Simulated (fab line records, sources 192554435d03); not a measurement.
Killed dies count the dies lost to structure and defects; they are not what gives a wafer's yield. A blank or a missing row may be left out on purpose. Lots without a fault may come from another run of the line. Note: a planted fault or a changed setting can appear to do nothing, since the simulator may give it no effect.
The same fault as seen by 2 desks || flow n5_finfet || every desk sees just its own numbers, and what lay behind them comes last

THE METROLOGY DESK
What the gauges read, lot by lot, whatever tool the lot ran on: means of the sampled wafers that have a number. If a lot's mean is further than 4 standard deviations from the usual mean, the lot is out of limits and carries the mark OUT (the distance appears in the brackets). Of its 10 readings 7 are shown: those that lie furthest out on some lot.
Columns: A = DIBL_N at N5_BEOL_M4_RC_MEAS_101, usual 36.2 mV/V; B = DIBL_P at N5_BEOL_M4_RC_MEAS_101, usual 36.2 mV/V; C = IOFF_N at N5_BEOL_M4_RC_MEAS_101, usual 0.16 nA/um; D = IOFF_P at N5_BEOL_M4_RC_MEAS_101, usual 0.21 nA/um; E = ION_N at N5_BEOL_M4_RC_MEAS_101, usual 673 uA/um; F = ION_P at N5_BEOL_M4_RC_MEAS_101, usual 462 uA/um; G = VT_N at N5_BEOL_M4_RC_MEAS_101, usual 250 mV
{"lot": "L906", "first seen here": "day 7 23:13", "A": 37.1, "B": 38.2, "C": 0.17, "D": 0.22, "E": 672, "F": 457, "G": 247}
{"lot": "L909", "first seen here": "day 8 10:10", "A": 35.3, "B": 34.9, "C": 0.14, "D": 0.19, "E": 676, "F": 466, "G": 249}
{"lot": "L911", "first seen here": "day 9 04:19", "A": 36.1, "B": 38.0, "C": 0.17, "D": 0.21, "E": 675, "F": 456, "G": 250}
{"lot": "L914", "first seen here": "day 10 17:28", "A": 37.9, "B": 38.4, "C": 0.18, "D": 0.24, "E": 685, "F": 466, "G": 248}
{"lot": "L915", "first seen here": "day 10 21:37", "A": 37.5, "B": 36.9, "C": 0.17, "D": 0.22, "E": 671, "F": 459, "G": 250}
{"lot": "L916", "first seen here": "day 11 00:17", "A": 34.4, "B": 33.5, "C": 0.12, "D": 0.18, "E": 661, "F": 455, "G": 252}
{"lot": "L919", "first seen here": "day 11 04:55", "A": 35.7, "B": 36.8, "C": 0.14, "D": 0.22, "E": 664, "F": 462, "G": 251}
{"lot": "L922", "first seen here": "day 12 13:05", "A": 36.2, "B": 36.0, "C": 0.16, "D": 0.22, "E": 674, "F": 465, "G": 250}
{"lot": "L923", "first seen here": "day 12 17:07", "A": 32.4, "B": 31.7, "C": 0.10, "D": 0.14, "E": 650, "F": 449, "G": 257}
{"lot": "L927", "first seen here": "day 13 15:37", "A": 36.4, "B": 35.9, "C": 0.15, "D": 0.21, "E": 671, "F": 458, "G": 251}
Finding of this desk: none of the 10 lots has anything out of limits.

TOOL OWNER'S DESK, ald_sin-01
The tool's own readings at N5_MOL_CONTACT_COAG_ALD_123 (deposits SiNx, target thk 5 nm, pulse time 1 s, purge time 2 s): means of the sampled wafers that have a number, for each lot that ran on this tool. If a lot's mean is further than 4 standard deviations from the usual mean, the lot is out of limits and carries the mark OUT (the distance appears in the brackets).
Columns: A = heater_power_w at N5_MOL_CONTACT_COAG_ALD_123, usual 825 W; B = precursor_pulse_height_rel at N5_MOL_CONTACT_COAG_ALD_123, usual 1.001
{"lot": "L906", "first seen here": "day 5 10:40", "A": 752, "B": 1.010}
{"lot": "L909", "first seen here": "day 5 23:14", "A": 787, "B": 1.013}
{"lot": "L911", "first seen here": "day 6 12:46", "A": 846, "B": 1.014}
{"lot": "L915", "first seen here": "day 7 13:46", "A": 864, "B": 1.024}
{"lot": "L919", "first seen here": "day 8 12:55", "A": 845, "B": 1.008}
Finding of this desk: none of the 5 lots has anything out of limits.

PUT TOGETHER
Nothing out of limits was seen by the metrology desk.
The desk of the tool owner found nothing out of limits.

WHAT THE SIMULATOR PUT IN
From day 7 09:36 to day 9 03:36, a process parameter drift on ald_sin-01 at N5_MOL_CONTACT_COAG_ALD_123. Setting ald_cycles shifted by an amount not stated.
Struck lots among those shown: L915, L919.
